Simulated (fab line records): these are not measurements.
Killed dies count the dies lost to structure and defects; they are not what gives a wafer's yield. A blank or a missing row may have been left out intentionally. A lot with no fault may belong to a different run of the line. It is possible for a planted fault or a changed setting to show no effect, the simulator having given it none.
Which of the tools did it? | flow nandHarc | 38 wafers from 13 lots sampled at 4 of the route's 1302 steps

## WHAT THE GAUGES READ, wafer by wafer
NHARC_P_ZERO_WELL_CD_MEAS_24: the cd target is 720 nm. Usual: 719.3 nm for cdNm, sd 1.5.
lot  | measured     | on       | cdNm (nm)         | flag
L114 | day 1 22:28  | cdSem-02 | 721.1 718.5 718.6 | 
L117 | day 3 05:00  | cdSem-03 | 719.4 720.2 719.8 | 
L118 | day 3 14:35  | cdSem-03 | 721.8 718.5 721.5 | 
L119 | day 4 00:36  | cdSem-01 | 719.7 720.3 718.7 | 
L121 | day 4 20:35  | cdSem-01 | 719.4 719.7 718.3 | 
L122 | day 5 06:41  | cdSem-01 | 716.9 718.4 717.8 | 
L123 | day 5 16:35  | cdSem-01 | 718.7 719.8 719.0 | 
L124 | day 6 02:28  | cdSem-02 | 719.0 719.0 720.8 | 
L125 | day 6 12:45  | cdSem-02 | 718.0 720.1 719.4 | 
L132 | day 9 11:07  | cdSem-01 | 717.5 715.1       | 
L134 | day 10 06:38 | cdSem-02 | 718.5 718.2 719.0 | 
L135 | day 10 16:29 | cdSem-02 | 717.5 718.3 719.8 | 
L137 | day 11 12:28 | cdSem-02 | 718.0 722.3 719.0 | 

NHARC_P_ZERO_WELL_INSPECT_43. Usual: 13 for rawDefectCount, sd 5.8.
lot  | measured     | on               | rawDefectCount | flag
L114 | day 2 06:03  | defectInspect-02 | 13 7 8         | 
L117 | day 3 09:50  | defectInspect-02 | 10 16 16       | 
L118 | day 3 19:40  | defectInspect-01 | 18 12 4        | 
L119 | day 4 05:33  | defectInspect-01 | 16 15 13       | 
L121 | day 5 01:49  | defectInspect-01 | 10 8 9         | 
L122 | day 5 11:40  | defectInspect-01 | 8 12 11        | 
L123 | day 5 21:42  | defectInspect-02 | 16 11 6        | 
L124 | day 6 07:38  | defectInspect-01 | 14 11 12       | 
L125 | day 6 17:42  | defectInspect-01 | 23 14 9        | 
L132 | day 9 16:05  | defectInspect-01 | 9 13           | 
L134 | day 10 11:45 | defectInspect-01 | 14 9 17        | 
L135 | day 10 21:29 | defectInspect-02 | 9 12 6         | 
L137 | day 11 17:34 | defectInspect-02 | 6 8 14         | 

## WHAT TOOL EACH LOT RAN ON (gives the tool, then ch and the chambers of the sampled wafers, and finally the start)
lot  | NHARC_P_ZERO_WELL_ETCH_65         | NHARC_P_ZERO_WELL_ETCH_63
L114 | rieDiel-01 ch 0,1,3, day 1 21:29  | rieSi-03 ch 2,3, day 1 21:39
L117 | rieDiel-06 ch 0,2,3, day 3 03:49  | rieSi-02 ch 0,3, day 3 04:05
L118 | rieDiel-01 ch 0,1, day 3 13:29    | rieSi-02 ch 0,2,3, day 3 13:41
L119 | rieDiel-01 ch 0,2,3, day 3 23:31  | rieSi-03 ch 0,3, day 3 23:41
L121 | rieDiel-06 ch 1,2,3, day 4 19:23  | rieSi-02 ch 0,1, day 4 19:36
L122 | rieDiel-01 ch 0,1,2, day 5 05:35  | rieSi-03 ch 0,1, day 5 05:45
L123 | rieDiel-01 ch 0,1,2, day 5 15:30  | rieSi-05 ch 1,2, day 5 15:40
L124 | rieDiel-06 ch 0,2, day 6 01:22    | rieSi-03 ch 0,1,3, day 6 01:32
L125 | rieDiel-01 ch 0,2,3, day 6 11:39  | rieSi-03 ch 0,1,2, day 6 11:49
L132 | rieDiel-06 ch 0,3, day 9 10:09    | rieSi-02 ch 0,2, day 9 10:20
L134 | rieDiel-01 ch 0,1, day 10 05:31   | rieSi-02 ch 1,2,3, day 10 05:44
L135 | rieDiel-08 ch 0,1, day 10 15:30   | rieSi-02 ch 0,1,2, day 10 15:41
L137 | rieDiel-08 ch 0,2,3, day 11 11:30 | rieSi-05 ch 1,2, day 11 11:40
- NHARC_P_ZERO_WELL_ETCH_65: etches the open film in N2/H2, target depth 80 nm, overetch 24 nm, time 87.88 s.
- NHARC_P_ZERO_WELL_ETCH_63: etches the open film in HBr/Cl2, target depth 120 nm, time 40.1 s.

## WHAT THE TOOLS THEMSELVES READ (means of the sampled wafers that have a number; where no wafer has one, the mark that the record gives instead)
NHARC_P_ZERO_WELL_ETCH_65. Usual: chamberPressureMTorr 30.000 mTorr, standard deviation 0.025; drypumpMotorCurrentA 5.4 A, standard deviation 0.51; oesProductAu 1.003 a.u., standard deviation 0.013; rfVppV 429.4 V, standard deviation 2.7; showerheadPlenumPTorr 2.00 Torr, standard deviation 0.089; throttleValvePct 14.172 %, standard deviation 0.0096.
lot  | tool       | chamberPressureMTorr (mTorr) | drypumpMotorCurrentA (A) | oesProductAu (a.u.) | rfVppV (V) | showerheadPlenumPTorr (Torr) | throttleValvePct (%) | flag
L114 | rieDiel-01 | 30.008                       | 5.9                      | 1.021               | 429.8      | 2.01                         | 14.164               | 
L117 | rieDiel-06 | 29.992                       | 5.2                      | 0.998               | 427.8      | 1.93                         | 14.164               | 
L118 | rieDiel-01 | 29.966                       | 6.2                      | 1.005               | 429.8      | 2.01                         | 14.165               | 
L119 | rieDiel-01 | 30.005                       | 5.8                      | 1.017               | 431.0      | 2.06                         | 14.170               | 
L121 | rieDiel-06 | 29.982                       | 5.0                      | 0.989               | 427.0      | 1.91                         | 14.180               | 
L122 | rieDiel-01 | 29.994                       | 6.1                      | 1.012               | 430.8      | 2.05                         | 14.175               | 
L123 | rieDiel-01 | 30.007                       | 6.1                      | 1.002               | 431.3      | 2.05                         | 14.176               | 
L124 | rieDiel-06 | 30.022                       | 5.4                      | 0.998               | 426.7      | 1.92                         | 14.170               | 
L125 | rieDiel-01 | 29.990                       | 5.8                      | 1.005               | 430.8      | 2.05                         | 14.175               | 
L132 | rieDiel-06 | 30.036                       | 5.4                      | 1.000               | 426.5      | 1.92                         | 14.167               | 
L134 | rieDiel-01 | 30.003                       | 6.2                      | 1.010               | 428.8      | 1.99                         | 14.167               | 
L135 | rieDiel-08 | 30.022                       | 5.0                      | 1.005               | 429.5      | 2.00                         | 14.163               | 
L137 | rieDiel-08 | 29.987                       | 5.0                      | 0.996               | 431.2      | 2.05                         | 14.182               | 

NHARC_P_ZERO_WELL_ETCH_63. Usual: chamberPressureMTorr 14.999 mTorr, standard deviation 0.014; drypumpMotorCurrentA 5.9 A, standard deviation 0.36; oesProductAu 1.003 a.u., standard deviation 0.009; throttleValvePct 26.408 %, standard deviation 0.0087.
lot  | tool     | chamberPressureMTorr (mTorr) | drypumpMotorCurrentA (A) | oesProductAu (a.u.) | throttleValvePct (%) | flag
L114 | rieSi-03 | 14.994                       | 5.5                      | 0.994               | 26.408               | 
L117 | rieSi-02 | 14.987                       | 6.0                      | 0.999               | 26.409               | 
L118 | rieSi-02 | 14.984                       | 5.8                      | 1.006               | 26.409               | 
L119 | rieSi-03 | 15.006                       | 6.1                      | 1.009               | 26.412               | 
L121 | rieSi-02 | 15.005                       | 6.0                      | 0.998               | 26.420               | 
L122 | rieSi-03 | 14.996                       | 6.1                      | 1.015               | 26.405               | 
L123 | rieSi-05 | 15.000                       | 6.2                      | 1.012               | 26.405               | 
L124 | rieSi-03 | 15.011                       | 5.9                      | 1.013               | 26.409               | 
L125 | rieSi-03 | 14.997                       | 5.7                      | 1.015               | 26.403               | 
L132 | rieSi-02 | 14.995                       | 5.8                      | 1.156               | 26.413               | OFF
L134 | rieSi-02 | 15.000                       | 5.7                      | 1.211               | 26.408               | OFF
L135 | rieSi-02 | 14.994                       | 5.9                      | 1.201               | 26.413               | OFF
L137 | rieSi-05 | 14.986                       | 6.2                      | 1.009               | 26.397               | 

## THE ANSWER, worked out from the rows above alone
Rule: lot off if the mean of its wafers having a number is beyond 3 standard deviations from the usual mean. A lot without any number at a reading at which 4 lots or more have one is off too. Where the step has rows for the other lots, those lots are counted as sound. Order of review: gauges by route order, followed by the tools' own readings, for which a lot's mean as printed above is used. At the first step where some lot is off, the reading lying furthest off is the one used; lots without a number count as furthest.
Off: L132, L134, L135 (NHARC_P_ZERO_WELL_ETCH_63, oesProductAu).
If a tool, at that step or one of the process steps before it, ran each lot that is off and ran no sound lot following the first of them, it fits. One fits: NHARC_P_ZERO_WELL_ETCH_63 on rieSi-02. A fault onset in the window from L121 (day 4 19:36, its last sound lot) to L132 (day 9 10:20, its first lot off) fits.
The tool's own readings at NHARC_P_ZERO_WELL_ETCH_63 bear it out: on the lots that are off they differ by more than 5 times the standard deviation of the sound lots' means. oesProductAu reads 1.189 a.u. there against 1.007 a.u. on the sound lots.

## WHAT HAD BEEN PUT IN BY THE SIMULATOR
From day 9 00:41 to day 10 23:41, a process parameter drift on rieSi-02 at NHARC_P_ZERO_WELL_ETCH_63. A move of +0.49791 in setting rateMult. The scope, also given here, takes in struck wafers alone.
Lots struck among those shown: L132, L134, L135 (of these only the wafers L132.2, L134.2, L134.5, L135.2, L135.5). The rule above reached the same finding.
